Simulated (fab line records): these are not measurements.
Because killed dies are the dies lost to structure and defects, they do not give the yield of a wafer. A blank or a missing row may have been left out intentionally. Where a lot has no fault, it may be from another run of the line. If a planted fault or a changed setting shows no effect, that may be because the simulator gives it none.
fab line records	flow n5_finfet	part 2 of 2: steps 5 to 6 of 6
record lots=19	wafers=57	last_day=17
route steps=1938 shown ZERO_LAYER@15 PMOS_HMC_CHANNEL_EPI@68 FIN_SAQP@97
lots that met no fault: taken from a fault-free run of the same line
start_h: hours from the record's first day to the start of the lot's first wafer shown	wait_h: hours from the lot's prior step to this one	" same as the row above	L1.1+2: one row covering several wafers at once	- no value present, or no start provided	* or withheld: withheld	< > ~ a bound
route shown NAME@n: names a module that has steps shown in the file, with the first one's number in the route	usual: average and standard deviation across the fault-free wafers	same: alike in all rows	chamber/n: place in a boat	sites: per-site readings	_std_site: the standard deviation of these	_edge_site: mean of outer sites minus mean of inner sites	radius_mm: how far each site lies from the wafer's centre	mask NAME#n: copy n	behind: tool/chamber where the wafer was last shaped	hold: why the lot went on hold/how many hours it stayed there/how the hold came to an end	device: whichever transistor did not switch (one of n, p or np)	end of line: the tests these same wafers got at the end of their route	a step without rows: its recipe alone	killed: dies that structure and defects cost at the first sort, which is not the same as the wafer's yield	map: the dies of a wafer, with x for killed, . for not killed, _ for no die there
set.NAME: the setting as run; set.NAME@STEP: as run at that earlier step	model.NAME: the simulator's own value behind a step, which no gauge read
steps of the route over a sample of lots; a table a step, a row a wafer
services: a tool's chamber out of use, with start hour (start_h, from the record's first day; less than 0 if before it), hours out, and reason
## steps
# step N5_FIN_SAQP_MANDREL2_REMOVE_60
# recipe chemistry=HBr/Cl2/O2	bt_time_s=10	target=a-Si	stop_on=SiNx	endpoint=OES-SiCl	over_etch_frac=1	icp_w=600	bias_w=22	HBr_flow_sccm=150	Cl2_flow_sccm=80	O2_flow_sccm=5	pressure_mtorr=10
# usual O2_flow_sccm=5.000/0.015	bias_w=22.00/0.069	drypump_motor_current_A=5.9/0.47	he_backside_leak_sccm=2.74/0.24	oes_product_au=1.002/0.021	rf_fwd_power_W=597.0/2.2	throttle_valve_pct=36.9/0.34
# same bt_time_s=10
lot.wafer	tool	chamber	start_h	wait_h	O2_flow_sccm	bias_w	drypump_motor_current_A	he_backside_leak_sccm	oes_product_au	rf_fwd_power_W	rf_hours_counter_h	throttle_valve_pct
L074.1	rie_si-02	3	27.69	0.1	4.983	22.13	5.8	3.27	1.005	597.0	73	36.9
L074.2	"	1	"	"	5.009	22.10	6.3	2.63	1.016	595.3	92	36.9
L074.4	"	2	"	"	4.998	21.90	6.0	2.61	0.959	596.7	7	36.3
L075.3	rie_si-01	3	33.81	0.1	5.003	22.07	5.3	2.33	1.029	601.5	85	36.6
L075.4	"	0	"	"	5.004	21.99	6.0	2.79	0.979	595.1	158	36.7
L075.6	"	2	"	"	4.998	21.98	5.4	2.55	1.003	593.3	-	36.7
L078.2	rie_si-01	3	50.19	0.1	4.985	22.01	5.3	2.62	1.024	601.2	85	36.7
L078.3	"	1	"	"	4.954	21.95	6.3	2.83	1.004	596.1	65	36.5
L078.5	"	2	"	"	5.005	21.89	5.4	2.58	1.005	596.9	-	36.7
L079.1	rie_si-05	3	56.70	0.1	5.000	21.89	6.5	2.80	0.966	595.4	2	37.7
L079.2	"	0	"	"	4.998	21.91	5.8	2.91	1.017	596.8	67	36.8
L079.6	"	3	"	"	5.006	21.95	6.5	2.98	0.972	594.6	-	37.7
L080.1	rie_si-02	3	63.51	0.1	4.961	22.06	5.8	3.27	1.008	594.7	74	36.9
L080.2	"	2	"	"	5.010	21.99	6.0	2.56	0.979	597.0	8	36.3
L080.4	"	1	"	"	4.995	21.87	6.3	2.41	1.020	594.5	93	36.9
L082.1	rie_si-01	3	73.71	0.1	4.999	22.01	5.3	2.45	1.024	598.8	86	36.7
L082.2	"	2	"	"	5.015	21.87	5.3	2.57	1.010	594.1	79	36.7
L082.6	"	3	"	"	5.001	21.96	5.3	2.28	1.028	600.1	-	36.7
L083.1	rie_si-01	1	80.62	0.1	4.993	22.08	6.3	2.66	1.008	595.6	65	36.5
L083.2	"	3	"	"	5.031	22.03	5.3	2.39	1.016	598.1	86	36.6
L083.5	"	1	"	"	5.006	21.92	6.3	2.72	1.003	595.4	-	36.5
L085.1	rie_si-01	0	93.05	0.1	4.991	21.98	6.0	2.83	0.976	594.2	159	36.7
L085.3	"	3	"	"	5.015	22.00	5.3	2.24	1.015	600.2	86	36.7
L085.5	"	0	"	"	5.017	22.02	6.0	2.81	0.981	594.5	-	36.7
L086.1	rie_si-02	0	99.61	0.1	5.014	22.00	6.4	2.83	1.012	596.2	84	37.1
L086.4	"	3	"	"	5.014	22.00	5.9	3.17	1.010	596.7	75	36.9
L086.5	"	0	"	"	5.006	22.01	6.4	2.79	1.013	596.5	-	37.1
L087.1	rie_si-02	0	103.72	0.1	5.014	21.97	6.4	2.74	1.014	597.8	84	37.1
L087.4	"	3	"	"	4.972	22.05	5.9	3.15	1.023	599.9	75	36.9
L087.5	"	2	"	"	4.988	22.05	6.0	2.55	0.961	595.4	-	36.3
L088.1	rie_si-02	1	111.61	0.1	5.027	22.03	6.3	2.58	1.019	598.5	94	36.9
L088.3	"	3	"	"	4.996	21.95	5.8	3.08	1.030	595.7	75	36.9
L088.6	"	0	"	"	4.995	22.02	6.4	2.78	1.013	593.0	-	37.1
L089.3	rie_si-05	2	116.94	0.1	4.977	22.00	4.8	2.67	0.965	596.1	73	37.0
L089.4	"	0	"	"	4.984	22.05	5.7	2.95	1.021	596.4	68	36.8
L089.6	"	3	"	"	5.003	21.99	6.5	2.79	0.965	597.0	-	37.7
L090.4	rie_si-05	2	121.44	0.1	5.023	21.87	4.8	2.76	0.976	598.1	73	37.0
L090.5	"	0	"	"	5.020	22.17	5.8	2.99	1.024	594.8	-	36.8
L090.6	"	3	"	"	4.987	21.96	6.5	2.66	0.986	597.2	-	37.7
L091.2	rie_si-02	2	128.20	0.1	4.997	21.97	6.0	2.58	0.995	600.0	9	36.3
L091.3	"	0	"	"	4.994	21.98	6.4	2.82	1.023	594.6	85	37.1
L091.5	"	2	"	"	5.010	21.99	6.0	2.55	0.990	599.4	-	36.3
L092.2	rie_si-05	3	134.40	0.1	5.014	21.88	6.5	2.80	0.969	600.0	4	37.7
L092.4	"	0	"	"	4.997	22.02	5.7	3.01	1.025	592.4	68	36.8
L092.5	"	1	"	"	5.007	22.01	5.5	2.75	1.009	596.6	-	36.8
L094.2	rie_si-01	2	146.10	0.1	5.006	22.01	5.4	2.62	1.015	594.5	81	36.7
L094.4	"	1	"	"	4.988	22.05	6.3	2.74	1.015	597.9	67	36.5
L094.6	"	2	"	"	5.020	22.00	5.4	2.57	1.005	594.3	-	36.7
L095.1	rie_si-02	1	152.07	0.1	5.003	22.08	6.3	2.56	1.006	595.0	95	36.9
L095.3	"	0	"	"	4.988	22.10	6.4	2.84	1.019	595.2	85	37.1
L095.5	"	1	"	"	5.003	22.01	6.3	2.64	1.006	595.3	-	36.9
L096.2	rie_si-02	0	158.59	0.1	5.019	21.94	6.4	2.85	1.034	595.7	85	37.1
L096.4	"	3	"	"	5.005	22.04	5.9	3.26	1.016	596.3	76	36.9
L096.6	"	2	"	"	5.003	22.07	6.0	2.61	0.985	596.1	-	36.3
L097.2	rie_si-01	0	164.81	0.1	4.989	21.91	6.0	2.90	0.979	598.0	160	36.7
L097.3	"	1	"	"	5.002	22.11	6.3	2.68	1.014	597.5	67	36.5
L097.4	"	3	"	"	4.971	22.02	5.3	2.34	1.009	594.7	88	36.7
# step N5_FIN_SAQP_ETCH_34
# recipe chemistry=C4F6/O2	target=SiO2	target_depth_a=450	time_s=15	ion_energy_ev=250	pressure_mtorr=30	source_w=345	bias_w=185	Ar_flow_sccm=300	C4F6_flow_sccm=10	O2_flow_sccm=10	ends=cleared
# usual O2_flow_sccm=9.996/0.03	bias_w=185.0/0.48	drypump_motor_current_A=5.7/0.46	etch_rf_on_time_s=14.8/0.42	oes_product_au=0.69/0.084	rf_fwd_power_W=336.3/1.1	rf_vpp_V=673/19	showerhead_plenum_p_Torr=2.90/0.12	throttle_valve_pct=21.12/0.22
lot.wafer	tool	chamber	start_h	wait_h	O2_flow_sccm	bias_w	drypump_motor_current_A	etch_rf_on_time_s	oes_product_au	rf_fwd_power_W	rf_hours_counter_h	rf_vpp_V	showerhead_plenum_p_Torr	throttle_valve_pct
L074.1	rie_diel-04	3	27.92	0.0	9.968	184.8	5.0	14.7	0.64	336.0	149	655	2.75	21.11
L074.2	"	0	"	"	10.024	185.3	5.5	15.7	0.57	335.3	243	655	2.72	21.56
L074.4	"	1	"	"	9.967	185.7	5.8	15.2	0.59	336.1	238	641	2.81	21.31
L075.3	rie_diel-04	1	34.04	0.0	9.945	184.5	5.8	15.1	0.59	336.6	241	639	2.81	21.34
L075.4	"	0	"	"	9.971	184.6	5.5	15.7	0.57	336.3	245	655	2.72	21.59
L075.6	"	1	"	"	9.902	184.4	5.9	15.1	0.59	337.0	-	641	2.81	21.31
L078.2	rie_diel-03	3	50.43	0.0	9.973	185.0	5.6	15.2	0.61	337.7	159	700	2.96	21.51
L078.3	"	0	"	"	9.976	185.3	6.3	15.2	0.65	336.9	132	672	2.96	21.25
L078.5	"	0	"	"	10.012	184.9	6.3	15.2	0.65	337.4	-	671	2.96	21.22
L079.1	rie_diel-03	1	56.93	0.0	10.049	185.3	5.1	14.0	0.85	335.5	7	688	3.04	20.80
L079.2	"	0	"	"	9.989	185.5	6.3	15.1	0.65	336.8	134	672	2.96	21.25
L079.6	"	2	"	"	9.993	185.3	6.0	14.6	0.70	334.7	-	670	2.75	20.95
L080.1	rie_diel-04	1	63.80	0.0	10.023	185.4	5.8	14.8	0.59	336.4	252	640	2.81	21.35
L080.2	"	2	"	"	10.022	184.7	5.1	14.1	0.78	333.6	21	684	3.04	20.94
L080.4	"	3	"	"	9.970	185.3	5.1	14.4	0.64	336.1	-	654	2.74	21.14
L082.1	rie_diel-03	2	73.93	0.0	10.014	186.0	6.0	14.5	0.70	337.6	107	670	2.75	20.96
L082.2	"	3	"	"	9.977	184.7	5.6	14.9	0.61	336.2	164	698	2.96	21.50
L082.6	"	0	"	"	10.022	184.7	6.3	15.3	0.64	335.5	-	670	2.96	21.26
L083.1	rie_diel-04	3	80.85	0.0	9.935	185.3	5.0	14.7	0.63	337.0	168	654	2.74	21.15
L083.2	"	2	"	"	9.963	184.4	5.1	14.3	0.76	337.2	29	683	3.04	20.93
L083.5	"	2	"	"	9.951	183.7	5.1	14.3	0.76	337.1	-	684	3.04	20.92
L085.1	rie_diel-03	3	93.28	0.0	9.962	184.1	5.6	14.9	0.62	336.0	172	700	2.96	21.52
L085.3	"	2	"	"	10.009	185.1	6.0	14.5	0.69	337.3	115	669	2.75	20.99
L085.5	"	3	"	"	10.035	185.5	5.6	15.0	0.61	336.7	-	701	2.96	21.53
L086.1	rie_diel-04	1	100.00	0.0	10.000	184.9	5.8	15.1	0.82	336.8	5	640	2.80	20.98
L086.4	"	3	"	"	9.990	186.0	5.0	14.5	0.63	336.8	176	655	2.74	21.17
L086.5	"	0	"	"	9.961	185.1	5.5	14.8	0.79	335.9	-	667	3.05	21.15
L087.1	rie_diel-03	0	103.95	0.0	9.944	185.0	6.2	15.1	0.64	335.9	152	671	2.95	21.28
L087.4	"	1	"	"	9.995	185.5	5.2	14.1	0.81	334.7	24	690	3.03	20.82
L087.5	"	2	"	"	10.025	184.7	6.0	14.4	0.69	337.6	-	670	2.75	20.99
L088.1	rie_diel-01	1	111.99	0.0	9.954	184.9	5.7	15.3	0.63	334.6	174	657	2.73	20.99
L088.3	"	2	"	"	9.989	184.8	5.1	15.5	0.58	336.6	242	655	2.70	21.45
L088.6	"	0	"	"	9.964	184.6	6.5	14.8	0.74	337.7	-	666	2.93	20.95
L089.3	rie_diel-04	3	117.28	0.0	10.061	184.3	5.1	14.7	0.62	336.8	183	654	2.73	21.17
L089.4	"	1	"	"	10.018	185.0	5.8	15.2	0.80	338.4	11	640	2.80	20.96
L089.6	"	2	"	"	9.959	185.0	5.1	14.3	0.73	337.6	-	683	3.03	20.95
L090.4	rie_diel-03	3	121.67	0.0	9.980	185.5	5.6	14.9	0.61	337.4	181	700	2.95	21.55
L090.5	"	2	"	"	9.990	184.3	6.0	14.4	0.69	337.3	-	669	2.74	20.99
L090.6	"	3	"	"	9.997	184.6	5.6	14.8	0.60	337.4	-	699	2.95	21.54
L091.2	rie_diel-01	1	128.57	0.0	10.008	184.9	5.8	15.3	0.63	334.8	177	658	2.73	21.02
L091.3	"	3	"	"	9.993	185.4	5.7	14.9	0.64	336.8	169	712	2.95	21.07
L091.5	"	2	"	"	10.012	185.2	5.1	15.5	0.58	334.7	-	656	2.70	21.47
L092.2	rie_diel-01	3	134.63	0.0	10.006	184.2	5.7	15.0	0.63	333.2	170	713	2.95	21.05
L092.4	"	0	"	"	9.975	185.2	6.5	14.9	0.72	335.4	-	666	2.92	20.95
L092.5	"	1	"	"	9.968	184.5	5.7	15.4	0.62	336.5	-	658	2.73	21.01
L094.2	rie_diel-01	0	146.33	0.0	9.956	184.9	6.6	14.8	0.71	335.2	59	667	2.92	20.98
L094.4	"	0	"	"	9.991	185.5	6.5	14.9	0.72	336.5	-	667	2.92	20.97
L094.6	"	3	"	"	9.975	185.1	5.7	14.9	0.64	335.4	-	712	2.95	21.08
L095.1	rie_diel-03	2	152.30	0.0	10.024	184.5	6.0	14.6	0.68	337.4	136	671	2.74	21.01
L095.3	"	1	"	"	10.037	184.8	5.2	14.2	0.77	336.0	44	687	3.03	20.85
L095.5	"	0	"	"	9.983	184.8	6.3	15.4	0.61	336.5	-	671	2.94	21.28
L096.2	rie_diel-01	1	158.82	0.0	10.019	184.4	5.8	15.3	0.61	335.8	189	658	2.73	21.01
L096.4	"	0	"	"	10.008	185.3	6.5	14.8	0.71	333.2	62	665	2.92	20.97
L096.6	"	3	"	"	9.957	185.5	5.7	14.9	0.63	338.1	-	713	2.95	21.08
L097.2	rie_diel-01	0	165.04	0.0	9.927	185.4	6.5	14.8	0.71	338.1	64	666	2.92	20.97
L097.3	"	2	"	"	10.001	185.5	5.1	15.0	0.85	336.9	5	666	3.03	21.13
L097.4	"	1	"	"	10.002	184.3	5.8	15.1	0.61	336.6	191	657	2.73	21.03
## services
tool	chamber	start_h	hours	kind
rie_diel-03	-	-4.42	2.8	pm
rie_si-02	-	2.98	0.3	repair
rie_diel-01	-	9.60	0.5	repair
rie_diel-06	-	9.88	15.6	pm
rie_diel-04	-	13.37	0.4	repair
rie_diel-05	-	24.05	28.1	pm
rie_diel-02	3	33.27	5.6	repair
rie_diel-04	3	36.00	5.1	repair
rie_diel-02	1	40.12	7.8	repair
rie_si-02	-	41.58	2.8	pm
rie_si-01	1	42.02	3.6	repair
rie_diel-02	-	44.13	2.8	pm
rie_diel-03	3	53.73	7.9	repair
rie_si-01	0	53.77	3.4	repair
rie_si-05	2	62.70	5.8	repair
rie_diel-05	0	73.14	6.9	repair
rie_diel-02	2	79.85	2.1	repair
vapor_etch-02	-	87.14	2.2	repair
rie_diel-06	0	110.30	-	clean
rie_diel-06	0	110.30	-	consumable_replace:focus_ring
rie_diel-06	0	110.30	20.4	scheduled_down
rie_diel-01	1	119.12	7.1	repair
rie_diel-02	3	135.96	8.7	repair
rie_diel-03	0	159.33	1.3	repair
